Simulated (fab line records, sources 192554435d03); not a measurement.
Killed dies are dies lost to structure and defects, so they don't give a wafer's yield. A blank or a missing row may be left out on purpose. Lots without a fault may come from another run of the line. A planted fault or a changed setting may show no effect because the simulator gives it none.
One fault seen from 2 desks | flow n5_finfet | each desk has only its own numbers; what lay behind them comes last

THE DEFECT DESK
What the inspections along the route counted, lot by lot: means of the sampled wafers that have a number. A lot is out of limits, marked OUT, if its mean lies more than 4 standard deviations from the usual mean; the brackets give that distance.
Columns: A = raw_defect_count at N5_BEOL_M10_INSPECT_13, usual 407
lot  | first seen here | A
L412 | day 10 20:44    | 377
L411 | day 10 20:48    | 452
L413 | day 11 03:36    | 482
L419 | day 12 22:47    | 395
L421 | day 13 02:51    | 347
L425 | day 14 14:19    | 415
L429 | day 14 18:40    | 514
L432 | day 15 19:20    | 420
L433 | day 16 20:07    | 467
L434 | day 18 03:34    | 466
This desk's finding: nothing out of limits on any of the 10 lots.

THE TOOL OWNER'S DESK: litho_track-01
The tool's own readings at N5_BEOL_M10_COAT_22 (resist thk 90 nm): means of the sampled wafers that have a number, for each lot that ran on this tool. A lot is out of limits, marked OUT, if its mean lies more than 4 standard deviations from the usual mean; the brackets give that distance.
Columns: A = spin_speed_rpm at N5_BEOL_M10_COAT_22, usual 1500.1 rpm
lot  | first seen here | A
L412 | day 10 22:03    | 1500.6
L419 | day 13 01:08    | 1649.4 (+99 or more) OUT
L421 | day 13 03:40    | 1649.6 (+99 or more) OUT
This desk's finding: out of limits on L419, L421; first on L419, day 13 01:08 (spin_speed_rpm at N5_BEOL_M10_COAT_22). In limits: L412.

PUT TOGETHER
The tool owner's desk could have raised an alarm at day 13 01:08, on L419, L421.
The defect desk saw nothing out of limits.
The defect desk has L419, L421 on record, within its limits.
Of the lots named, all ran N5_BEOL_M10_COAT_22 on litho_track-01.

WHAT THE SIMULATOR HAD PUT IN
Process parameter drift: litho_track-01, from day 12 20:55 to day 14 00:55, at N5_BEOL_M10_COAT_22. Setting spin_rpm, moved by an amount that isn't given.
Lots struck among those shown: L419, L421.
Hours from the fault's start to each desk's first reading out of limits: the tool owner's desk, 4.
